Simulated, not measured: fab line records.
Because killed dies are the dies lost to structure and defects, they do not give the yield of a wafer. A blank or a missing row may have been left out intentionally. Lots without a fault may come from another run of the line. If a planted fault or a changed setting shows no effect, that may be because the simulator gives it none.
Chamber matching -- flow n5-finfet -- N5_SPACER0_ALD_00 on ald-sin-04: 4 sister chambers
The step deposits SiOCN, target thk 3.5 nm, pulse time 3 s, purge time 2 s. 14 wafers are shown with their chamber, then 7 later ones without.

== EACH WAFER AND ITS CHAMBER ==
wafer,chamber,heater-power-w (W),precursor-pulse-height-rel
L533.2,2,789,1.026
L533.5,3,764,0.991
L533.6,0,803,0.964
L540.3,3,748,0.957
L540.5,3,784,0.976
L540.6,2,772,0.992
L544.4,1,767,1.006
L544.5,2,787,0.989
L544.6,3,754,0.990
L547.2,3,748,0.994
L547.3,0,808,0.991
L547.4,1,748,1.010
L548.1,2,804,0.994
L548.5,0,805,0.993

SIGNATURES (averages over the wafers above)
reading,chamber 0,chamber 1,chamber 2,chamber 3,scatter within a chamber
heater-power-w,805.33,757.50,788.00,759.60,12.7
precursor-pulse-height-rel,0.98267,1.00800,1.00025,0.98160,0.0154
Rule: for each reading, subtract the chamber's mean from the wafer's reading, divide by that reading's scatter and square the result; add these up over the readings and take the root, which gives the wafer's distance from the chamber. If the next closest chamber is less than 2 further off than the closest, the wafer can't be placed; otherwise it belongs to the closest. The scatter: the root of (the sum of the squares of (reading less its chamber's mean) over the shown wafers, divided by (wafers less chambers)).

== WAFERS MISSING THEIR CHAMBER ==
wafer,heater-power-w (W),precursor-pulse-height-rel
L548.6,757,0.990
L555.2,799,1.017
L555.3,735,0.979
L555.6,766,0.988
L556.3,773,1.015
L556.4,817,0.957
L556.5,830,0.999

== EACH ONE'S CHAMBER ==
wafer,from the rows above,in truth
L548.6,can't be placed: 3 or 1 or 2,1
L555.2,can't be placed: 2 or 0 or 1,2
L555.3,can't be placed: 3 or 1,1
L555.6,can't be placed: 3 or 1 or 2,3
L556.3,can't be placed: 1 or 2 or 3 or 0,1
L556.4,can't be placed: 0 or 2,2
L556.5,can't be placed: 0 or 2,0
Correctly placed: 0 of 7. These rows do not allow placing 7 (true chamber among the candidates in 7). Placed wrongly: 0.
